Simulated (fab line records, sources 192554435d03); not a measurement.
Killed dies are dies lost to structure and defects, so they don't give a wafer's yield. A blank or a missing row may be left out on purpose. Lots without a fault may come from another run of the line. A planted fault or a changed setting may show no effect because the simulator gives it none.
A struck lot beside a sound one | flow n5_finfet | 37 steps out of a route of 1938
Sound: wafers L806.2, L806.4, L806.6. Struck: wafer L812.2. (L812.3 of the same lot was not struck and is left out.) The cause comes at the end.
At each step with rows: each side's tool, then ch and its chambers, then its first start. Under that, the readings that differ: sound wafers | struck wafers | difference of the means | sigmas: that difference in standard deviations of wafers without a fault.
alike: readings whose means differ by less than 2 such deviations, and words and numbers that are the same on both sides. not compared: withheld readings, readings that some wafer has no value for, bounds like >300 that may hide the same value, and numbers for which the record gives no deviation and whose values overlap.
The two part at a step that has a row with sigmas, a row that says differs or no value, or rows on one side only. Numbers that don't overlap but have no deviation are shown without sigmas and don't part them. A reading that every wafer of one side lacks parts them only if that side has two wafers or more.

first, 9 steps without rows for these wafers: N5_BEOL_M4_ANNEAL_95 (time 240 s); N5_BEOL_M4_SPUTTER_96 (material Cu, target thk 4.5 nm, time 8.29 s); N5_BEOL_M4_ECD_50 (material Cu, target thk 300 nm); N5_BEOL_M4_ANNEAL_51 (time 90 s); N5_BEOL_M4_CMP_52 (polishes, stops on SiOC, t overpolish 6.8 s, target thk 40 nm); N5_BEOL_M4_PRE_CLEAN_60 (time 15 s); N5_BEOL_M4_CO_CAP_55 (material Co, precursor CCTBA/H2, target thk 2 nm, time 102.1 s); N5_BEOL_M4_PRE_CLEAN_56 (time 15 s); N5_BEOL_M4_DEP_57 (deposits SiCN from 3MS/NH3, target thk 8 nm, time 14 s).
N5_BEOL_M4_RC_MEAS_101:
  sound on prober-02 ch 0, day 8 19:04; struck on prober-02 ch 0, day 10 19:34
  reading       | sound          | struck | difference | sigmas
  ION_P (uA/um) | 445 451 458    | 474    | +23        | +2
  SS_P (mV/dec) | 73.9 73.3 72.9 | 75.4   | +2.0       | +3
  VT_P (mV)     | -251 -256 -256 | -246   | +8         | +2
  alike: DIBL_N, DIBL_P, IOFF_N, IOFF_P, ION_N, SS_N, VT_N
then, 24 steps without rows for these wafers: N5_BEOL_M5_ILD_DEP_00 (deposits SiCOH lowk from DEMS/porogen, target thk 140.64 nm, time 25.9 s); N5_BEOL_M5_CURE_79 (cures SiCOH lowk, time 240 s); N5_BEOL_M5_PECVD_70 (deposits SiO2 from TEOS/O2, target thk 16 nm, time 18 s); N5_BEOL_M5_HM_DEP_02 (deposits TiN, target thk 20 nm); N5_BEOL_M5_COAT_59 (time 60 s, resist thk 60 nm); N5_BEOL_M5_COAT_60 (time 60 s, resist thk 12 nm); N5_BEOL_M5_COAT_71 (time 60 s, resist thk 5 nm); N5_BEOL_M5_COAT_05 (resist thk 30 nm); N5_BEOL_M5_EBR_07; N5_BEOL_M5_SOFTBAKE_06 (time 60 s); N5_BEOL_M5_EXPOSE_08 (exposes mask M5, target cd 28 nm); N5_BEOL_M5_PEB_09 (peb time 60 s); N5_BEOL_M5_DEVELOP_10 (develop time 30 s); N5_BEOL_M5_DESCUM_16 (chemistry O2, time 7 s); N5_BEOL_M5_ETCH_72 (etches underlayer in N2/H2, target depth 6.5 nm, time 5.2 s); N5_BEOL_M5_ETCH_61 (etches SiARC in CF4, target depth 15.6 nm, time 26 s); N5_BEOL_M5_ETCH_62 (etches SOC in N2/H2, target depth 75 nm, overetch 15 nm, time 112.5 s); N5_BEOL_M5_STRIP_63 (strips in N2/H2); N5_BEOL_M5_STRIP_73 (strips in N2/H2); N5_BEOL_M5_STRIP_64 (strips in CF4); N5_BEOL_M5_HM_OPEN_17 (chemistry Cl2/BCl3, target TiN, target depth 20 nm, overetch 6 nm); N5_BEOL_M5_STRIP_19 (strips in O2); N5_BEOL_M5_COAT_65 (time 60 s, resist thk 60 nm); N5_BEOL_M5_COAT_66 (time 60 s, resist thk 12 nm).
N5_BEOL_M10_ALD_74: deposits TaN, target thk 2 nm, pulse time 2 s, purge time 3 s.
  sound on ald_metal-01 ch 0,2,3, day 10 22:29; struck on ald_metal-01 ch 1, day 12 18:24
  reading                                  | sound    | struck | difference | sigmas
  ald_cycles                               | 40 40 40 | 18     | -22        |
  model.TaN_of_BEOL_M10_ALD_74.thk_nm (nm) | 2 2 2    | 1      | -1         |
  alike: heater_power_w, precursor_vessel_pressure_torr, precursor_vessel_temp_c
N5_BEOL_M15_RC_MEAS_101:
  sound on prober-01 ch 0, day 12 14:01; struck on prober-02 ch 0, day 14 01:27
  reading                 | sound                   | struck   | difference | sigmas
  COMB_M10 (S/m)          | 1.3e-11 1e-11 1e-11     | 1.94e-10 | +1.83e-10  | +52
  COMB_M10_max_site (S/m) | 1.9e-11 1.9e-11 1.5e-11 | 3.07e-10 | +2.89e-10  | +53
  COMB_M15 (S/m)          | 2e-12 1.5e-12 1.5e-12   | 3.3e-12  | +1.6e-12   | +2
  SERP_M10 (ohm/um)       | 3.30 2.96 3.22          | 2.72     | -0.44      | -4
  alike: COMB_M11, COMB_M12, COMB_M13, COMB_M14, COMB_M15_max_site, COMB_M5, COMB_M6, COMB_M6_max_site, COMB_M7, COMB_M8, COMB_M9, SERP_M11, SERP_M12, SERP_M13, SERP_M14, SERP_M5, SERP_M6, SERP_M7, SERP_M8, SERP_M8_max_site, SERP_M9, SERP_M9_max_site
N5_PASSIVATION_PROBE_49:
  the record has rows for the struck wafers here (prober-01, day 14 15:32) and none for the sound ones

WHERE THEY PART
First at N5_BEOL_M4_RC_MEAS_101; last, within this record, at N5_PASSIVATION_PROBE_49.

WHY: what the simulator had put in
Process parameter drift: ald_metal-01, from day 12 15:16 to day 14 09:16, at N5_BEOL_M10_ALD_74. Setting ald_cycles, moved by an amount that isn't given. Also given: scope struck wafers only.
